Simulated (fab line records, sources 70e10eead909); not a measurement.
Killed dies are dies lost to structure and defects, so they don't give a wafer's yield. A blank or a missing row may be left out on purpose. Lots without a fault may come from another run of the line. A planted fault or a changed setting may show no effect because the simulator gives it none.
fab line records | flow nand_harc
record lots=14 wafers=40 last_day=33
route steps=1302 shown P_BONDPAD@377 A_ONON_D1@440 A_CHANNEL_HOLE_D1@468
lots that met no fault: from a run of the same line without faults
start_h: hours from the record's first day to the start of the lot's first wafer shown | wait_h: hours since the lot's step before | " the same as in the row above | L1.1+2: a row that stands for several wafers | - no value, or no start given | * or withheld: withheld | < > ~ a bound
route shown NAME@n: a module of which the file shows steps, and the number in the route of the first | usual: mean/standard deviation of fault-free wafers | same: alike in all rows | chamber/n: place in a boat | sites: the reading at each site | _std_site: their standard deviation | _edge_site: outer sites' mean less inner sites' | radius_mm: how far each site lies from the wafer's centre | mask NAME#n: copy n | behind: the tool/chamber that last shaped the wafer | hold: why the lot was held/for how many hours/how that ended | device: the transistor (n, p or np) that didn't switch | end of line: the same wafers' tests at the end of the route | a step without rows: its recipe alone | killed: dies lost to structure and defects at the first sort, not the wafer's yield | map: a wafer's dies, x killed, . not, _ none there
set.NAME: the setting as run; set.NAME@STEP: as run at that earlier step | model.NAME: the simulator's own value behind a step, which no gauge read
steps of the route over a sample of lots; a table a step, a row a wafer
services: from which hour (start_h, from the record's first day; less than 0 if before it) a tool's chamber was out of use, for how many hours, and why
## steps
# step NHARC_P_BONDPAD_PVD_27
# recipe target_thk_a=300 chamber_pressure_pa=5 power_w=5000 substrate_temp_c=30 time_s=20.49 material=Cu
# usual throttle_valve_pct=30.0/1.2
# columns lot.wafer tool chamber start_h wait_h throttle_valve_pct
L912.1 pvd_sputter-03 - - - 28.5
L912.2 " - " " 30.3
L912.6 " - " " 30.0
L914.2 pvd_sputter-01 - - - 31.1
L914.4 " - " " 29.5
L914.3 " - " " 29.6
L915.1 pvd_sputter-03 - - - 30.2
L915.5 " - " " 29.2
L915.6 " - " " 28.7
L916.4 pvd_sputter-01 - - - 28.2
L916.6 " - " " 29.2
L916.5 " - " " 29.9
L917.2 pvd_sputter-01 - - - 30.0
L917.6 " - " " 30.8
L917.5 " - " " 28.1
L918.1 pvd_sputter-03 - - - 30.9
L918.4 " - " " 28.6
L918.6 " - " " 30.8
L919.1 pvd_sputter-01 - - - 30.0
L919.3 " - " " 28.0
L919.6 " - " " 31.3
L921.1 pvd_sputter-02 - - - 30.7
L921.5 " - " " 32.7
L921.6 " - " " 31.0
L925.6 pvd_sputter-01 - - - 29.8
L927.3 pvd_sputter-01 - - - 29.7
L927.6 " - " " 29.0
L927.5 " - " " 29.7
L926.3 pvd_sputter-03 - - - 29.3
L926.4 " - " " 29.7
L926.1 " - " " 28.5
L933.1 pvd_sputter-01 - - - 28.2
L933.2 " - " " 28.7
L933.5 " - " " 31.0
L932.4 pvd_sputter-02 - - - 30.9
L932.1 " - " " 31.9
L932.6 " - " " 30.6
L935.1 pvd_sputter-01 - - - 29.8
L935.4 " - " " 28.2
L935.2 " - " " 29.0
# step NHARC_P_BONDPAD_THK_MEAS_20
# recipe thk_meas_gauge=xrf
# usual thk_nm=160.4/1.4
# columns lot.wafer tool chamber start_h wait_h thk_nm
L912.1 film_metro-02 - 140.70 - 161.5
L912.2 " - " " 157.7
L912.6 " - " " 160.1
L914.2 film_metro-01 - 154.63 - 161.1
L914.3 " - " " 161.1
L914.4 " - " " 161.6
L915.1 film_metro-01 - 165.19 - 160.0
L915.5 " - " " 160.0
L915.6 " - " " 161.2
L916.4 film_metro-02 - 183.28 - 157.7
L916.5 " - " " 162.0
L916.6 " - " " 162.4
L917.2 film_metro-01 - 186.57 - 158.5
L917.5 " - " " 159.8
L917.6 " - " " 158.7
L918.1 film_metro-01 - 198.38 - 160.1
L918.4 " - " " 160.1
L918.6 " - " " 157.2
L919.1 film_metro-02 - 206.31 - 161.8
L919.3 " - " " 159.9
L919.6 " - " " 165.6
L921.1 film_metro-01 - 222.09 - 161.9
L921.5 " - " " 160.6
L921.6 " - " " 161.7
L925.6 film_metro-01 - 266.80 - 161.3
L927.3 film_metro-02 - 281.53 - 159.9
L927.5 " - " " 161.9
L927.6 " - " " 158.5
L926.1 film_metro-02 - 282.94 - 158.9
L926.3 " - " " 160.6
L926.4 " - " " 161.7
L933.1 film_metro-01 - 344.06 - 160.3
L933.2 " - " " 161.4
L933.5 " - " " 158.7
L932.1 film_metro-01 - 345.28 - 160.5
L932.4 " - " " 161.7
L932.6 " - " " 160.2
L935.1 film_metro-01 - 368.92 - 162.8
L935.2 " - " " 161.3
L935.4 " - " " 160.3
# step NHARC_A_ONON_D1_DEP_22
# recipe target_thk_a=10000 n2_flow_sccm=2750 n2o_flow_sccm=2000 nh3_flow_sccm=500 sih4_flow_sccm=210 temp_c=400
# columns lot.wafer tool chamber start_h wait_h
L912.1+2+6 pecvd_onon-03 0 176.28 0.1
L914.2+3+4 pecvd_onon-03 0 191.48 0.1
L915.1+5+6 pecvd_onon-03 0 201.71 0.1
L917.2+5+6 pecvd_onon-02 0 223.08 0.1
L916.4+5+6 pecvd_onon-03 0 223.21 0.2
L918.1+4+6 pecvd_onon-02 0 233.51 0.1
L919.1+3+6 pecvd_onon-02 0 240.80 0.1
L921.1+5+6 pecvd_onon-03 0 256.77 0.1
L925.6 pecvd_onon-02 0 305.32 0.3
L926.1+3+4 pecvd_onon-02 0 318.72 0.1
L927.3+5+6 pecvd_onon-01 0 318.82 0.2
L933.1+2+5 pecvd_onon-03 0 380.73 0.1
L932.1+4+6 pecvd_onon-01 0 380.77 0.1
L935.1+2+4 pecvd_onon-02 0 409.31 0.1
# step NHARC_A_ONON_D1_THK_MEAS_24
# recipe thk_meas_gauge=ellipsometry
# usual thk_nm=998/7.8
# columns lot.wafer tool chamber start_h wait_h hold thk_nm
L912.1 film_metro-02 - 176.79 - - 1009
L912.2 " - " " - 1012
L912.6 " - " " - 1011
L914.2 film_metro-02 - 191.93 - - 996
L914.3 " - " " - 997
L914.4 " - " " - 998
L915.1 film_metro-01 - 202.23 - - 1004
L915.5 " - " " - 1004
L915.6 " - " " - 1005
L917.2 film_metro-01 - 223.53 - - 993
L917.5 " - " " - 994
L917.6 " - " " - 991
L916.4 film_metro-02 - 223.55 - - 1000
L916.5 " - " " - 1000
L916.6 " - " " - 998
L918.1 film_metro-01 - 234.03 - - 996
L918.4 " - " " - 997
L918.6 " - " " - 995
L919.1 film_metro-01 - 241.30 - - 998
L919.3 " - " " - 999
L919.6 " - " " - 999
L921.1 film_metro-02 - 257.28 - - 1006
L921.5 " - " " - 1006
L921.6 " - " " - 1005
L925.6 film_metro-01 - 305.54 - await_dispo/0.2h/release 963
L925.6 film_metro-01 - 305.71 0.2 - 965
L927.3 film_metro-02 - 319.21 - - 983
L927.5 " - " " - 982
L927.6 " - " " - 983
L926.1 film_metro-01 - 319.23 - await_dispo/0.2h/release 989
L926.3 " - " " await_dispo/0.2h/release 944
L926.4 " - " " await_dispo/0.2h/release 990
L926.1 film_metro-01 - 319.40 0.2 - 989
L926.3 " - " " - 945
L926.4 " - " " - 990
L933.1 film_metro-01 - 381.25 - - 990
L933.2 " - " " - 990
L933.5 " - " " - 991
L932.1 film_metro-01 - 381.29 - - 988
L932.4 " - " " - 986
L932.6 " - " " - 987
L935.1 film_metro-02 - 409.82 - - 998
L935.2 " - " " - 999
L935.4 " - " " - 1000
# step NHARC_A_CHANNEL_HOLE_D1_ETCH_34
# recipe target_depth_a=1540 time_s=77 cf4_flow_sccm=100 chf3_flow_sccm=30 ar_flow_sccm=0 rf_w=500 bias_w=200 chemistry=CF4/CHF3
# usual drypump_motor_current_A=5.8/0.5 oes_product_au=0.943/0.025 rf_vpp_V=370.5/1.7 showerhead_plenum_p_Torr=1.57/0.048 throttle_valve_pct=16.802/0.0081
# columns lot.wafer tool chamber start_h wait_h drypump_motor_current_A oes_product_au rf_hours_counter_h rf_vpp_V showerhead_plenum_p_Torr throttle_valve_pct
L912.1 rie_diel-12 2 - - 5.7 0.927 6 368.9 1.54 16.809
L912.2 " 3 " " 6.1 0.918 5 369.0 1.53 16.800
L912.6 " 1 " " 5.1 0.919 - 370.3 1.56 16.789
L914.2 rie_diel-12 0 - - 6.5 0.921 7 372.0 1.63 16.800
L914.4 " 1 " " 5.1 0.918 7 369.0 1.56 16.810
L914.3 " 3 " " 6.0 0.921 7 370.6 1.53 16.797
L915.1 rie_diel-12 2 - - 5.7 0.956 8 369.2 1.54 16.787
L915.6 " 0 " " 6.5 0.960 - 373.7 1.63 16.814
L915.5 " 1 " " 5.1 0.955 - 370.5 1.56 16.791
L917.2 rie_diel-12 1 - - 5.1 0.918 10 370.2 1.56 16.804
L917.5 " 2 " " 5.7 0.921 - 369.2 1.54 16.810
L917.6 " 3 " " 6.1 0.914 - 368.7 1.53 16.806
L916.4 rie_diel-01 1 - - 6.1 1.003 5 373.9 1.69 16.804
L916.5 " 2 " " 5.5 1.013 - 371.1 1.60 16.793
L916.6 " 3 " " 5.8 1.011 - 371.8 1.61 16.801
L918.4 rie_diel-12 0 - - 6.5 0.952 9 371.4 1.63 16.804
L918.1 " 1 " " 5.1 0.953 11 370.6 1.56 16.816
L918.6 " 0 " " 6.4 0.965 - 374.0 1.63 16.800
L919.1 rie_diel-05 1 - - 6.1 0.964 2 368.1 1.50 16.797
L919.3 " 3 " " 5.3 0.977 2 368.3 1.53 16.814
L919.6 " 1 " " 6.1 0.960 - 367.7 1.50 16.794
L921.1 rie_diel-12 3 - - 6.1 0.960 12 368.9 1.53 16.792
L921.6 " 1 " " 5.1 0.980 - 371.3 1.56 16.812
L921.5 " 2 " " 5.7 0.972 - 369.9 1.54 16.802
L927.3 rie_diel-12 2 - - 5.7 0.954 5 368.3 1.54 16.799
L927.5 " 1 " " 5.2 0.950 - 370.1 1.56 16.801
L927.6 " 2 " " 5.7 0.946 - 370.2 1.54 16.803
L926.4 rie_diel-05 3 - - 5.4 0.945 31 369.4 1.53 16.783
L926.1 " 1 " " 6.1 0.936 30 368.4 1.49 16.789
L933.1 rie_diel-12 2 - - 5.7 0.916 9 368.7 1.54 16.803
L933.2 " 0 " " 6.5 0.908 10 372.1 1.63 16.810
L933.5 " 2 " " 5.7 0.922 - 369.1 1.54 16.796
L932.1 rie_diel-12 3 - - 6.1 0.936 10 368.7 1.53 16.794
L932.4 " 2 " " 5.7 0.953 10 369.1 1.54 16.806
L932.6 " 3 " " 6.1 0.936 - 368.7 1.53 16.798
L935.4 rie_diel-12 3 - - 6.1 0.925 13 366.7 1.53 16.806
L935.1 " 0 " " 6.5 0.919 13 372.1 1.63 16.802
L935.2 " 1 " " 5.1 0.917 11 369.1 1.55 16.810
## services
# columns tool chamber start_h hours kind
pvd_sputter-01 - 126.84 5.6 repair
rie_diel-12 3 161.16 6.3 repair
pvd_sputter-03 - 170.00 10.0 pm
pecvd_onon-02 - 185.00 13.0 pm
rie_diel-12 0 221.18 11.2 repair
pvd_sputter-01 - 226.02 10.0 pm
pecvd_onon-03 - 227.04 13.0 pm
rie_diel-12 3 240.37 8.1 repair
pecvd_onon-02 - 243.80 2.7 repair
rie_diel-12 - 268.40 9.0 pm
pecvd_onon-01 - 269.07 13.0 pm
pvd_sputter-03 - 279.82 1.2 repair
pvd_sputter-01 - 287.67 6.3 repair
pvd_sputter-03 - 338.29 6.5 repair
pvd_sputter-03 - 348.00 10.0 pm
pvd_sputter-01 - 348.72 1.4 repair
pvd_sputter-01 - 364.45 1.0 repair
pvd_sputter-03 - 364.69 0.9 repair
pecvd_onon-02 - 366.00 13.0 pm
pvd_sputter-03 - 368.08 8.3 repair
pvd_sputter-03 - 391.75 5.4 repair
rie_diel-12 1 393.93 9.4 repair
pvd_sputter-01 - 404.05 10.0 pm
pecvd_onon-03 - 408.04 13.0 pm
## key
first_sign step=NHARC_A_ONON_D1_THK_MEAS_24 reading=visit direction=added
effect step=NHARC_A_ONON_D1_THK_MEAS_24 reading=thk_nm direction=down sigmas=5.7 usual=998 struck=954
met_at NHARC_A_ONON_D1_DEP_22
struck_lots L925,L926
struck_wafers L925.6,L926.3
later_rows_left_out L925.6,L926.3
sort_left_out L925.6,L926.3
tester_left_out L925,L926
not_acting_at NHARC_P_BONDPAD_PVD_27,NHARC_P_BONDPAD_THK_MEAS_20,NHARC_A_CHANNEL_HOLE_D1_ETCH_34
onset_between 240.80 305.32
fault kind=process_parameter_drift tool=pecvd_onon-02 chamber=- onset_h=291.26 steps=NHARC_A_ONON_D1_DEP_22 channel=target_thk_a offset=* shape=step end_h=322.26 scope=struck_wafers_only acts_in=* stated=*
# tester_left_out: of these lots the tester's yield and bins aren't shown, on N5 and GAA mostly nor the transistor test; their killed dies are dies lost to structure and defects alone, not to doping, threshold or leakage, so they don't give the yield
# sort_left_out: the simulated sort isn't trusted on such a fault, so these wafers' sort isn't shown, and their yield isn't known
# later_rows_left_out: the simulator's readings of these wafers behind a module that went badly wrong aren't trusted and aren't shown, but for the sort
